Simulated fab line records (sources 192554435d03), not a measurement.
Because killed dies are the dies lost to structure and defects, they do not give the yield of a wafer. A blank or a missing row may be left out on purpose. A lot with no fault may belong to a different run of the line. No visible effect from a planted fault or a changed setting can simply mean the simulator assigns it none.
Matching of chambers / flow n5Finfet / 4 sister chambers for N5_MIM_TOP_ALD_00 on aldHk-01
The step deposits Al2O3, purge time 3 s, co reactant pulse time 3 s. 8 wafers are shown with their chamber, then 8 later ones without.

WAFERS, EACH WITH ITS CHAMBER
wafer=L076.5 chamber=2 precursorPulseHeightRel=1.030
wafer=L081.1 chamber=1 precursorPulseHeightRel=1.014
wafer=L081.3 chamber=3 precursorPulseHeightRel=1.022
wafer=L081.6 chamber=0 precursorPulseHeightRel=0.986
wafer=L084.1 chamber=2 precursorPulseHeightRel=0.978
wafer=L084.2 chamber=0 precursorPulseHeightRel=0.984
wafer=L084.4 chamber=3 precursorPulseHeightRel=0.979
wafer=L085.1 chamber=1 precursorPulseHeightRel=1.008

WAFERS WITH NO CHAMBER GIVEN
wafer=L085.4 precursorPulseHeightRel=0.974
wafer=L085.5 precursorPulseHeightRel=1.007
wafer=L088.2 precursorPulseHeightRel=1.001
wafer=L088.4 precursorPulseHeightRel=1.024
wafer=L088.6 precursorPulseHeightRel=1.020
wafer=L092.1 precursorPulseHeightRel=0.991
wafer=L092.2 precursorPulseHeightRel=1.011
wafer=L092.4 precursorPulseHeightRel=0.995

WHICH CHAMBER EACH WENT THROUGH
wafer=L085.4; from the rows above=can't be placed: 0 or 3 or 2 or 1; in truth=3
wafer=L085.5; from the rows above=can't be placed: 2 or 1 or 3 or 0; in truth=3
wafer=L088.2; from the rows above=can't be placed: 3 or 2 or 1 or 0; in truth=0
wafer=L088.4; from the rows above=can't be placed: 1 or 2 or 3 or 0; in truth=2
wafer=L088.6; from the rows above=can't be placed: 1 or 2 or 3 or 0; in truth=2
wafer=L092.1; from the rows above=can't be placed: 0 or 3 or 2 or 1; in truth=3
wafer=L092.2; from the rows above=can't be placed: 1 or 2 or 3 or 0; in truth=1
wafer=L092.4; from the rows above=can't be placed: 3 or 2 or 0 or 1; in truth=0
Correctly placed: 0 of 8. Can't be placed from these rows: 8 (the true chamber is among the candidates in 8). Placed wrongly: 0.
How it was worked out, from the rows above alone: a wafer's distance from a chamber is the root of the sum, over the readings, of the square of ((its reading less the chamber's mean) divided by the reading's scatter). If the next closest chamber is less than 2 further off than the closest, the wafer can't be placed; otherwise it belongs to the closest. The mean given for a chamber averages the wafers shown for that chamber. The scatter: take each reading less its chamber's mean, square it, sum over the shown wafers, divide by the number of wafers less the number of chambers, and take the root.
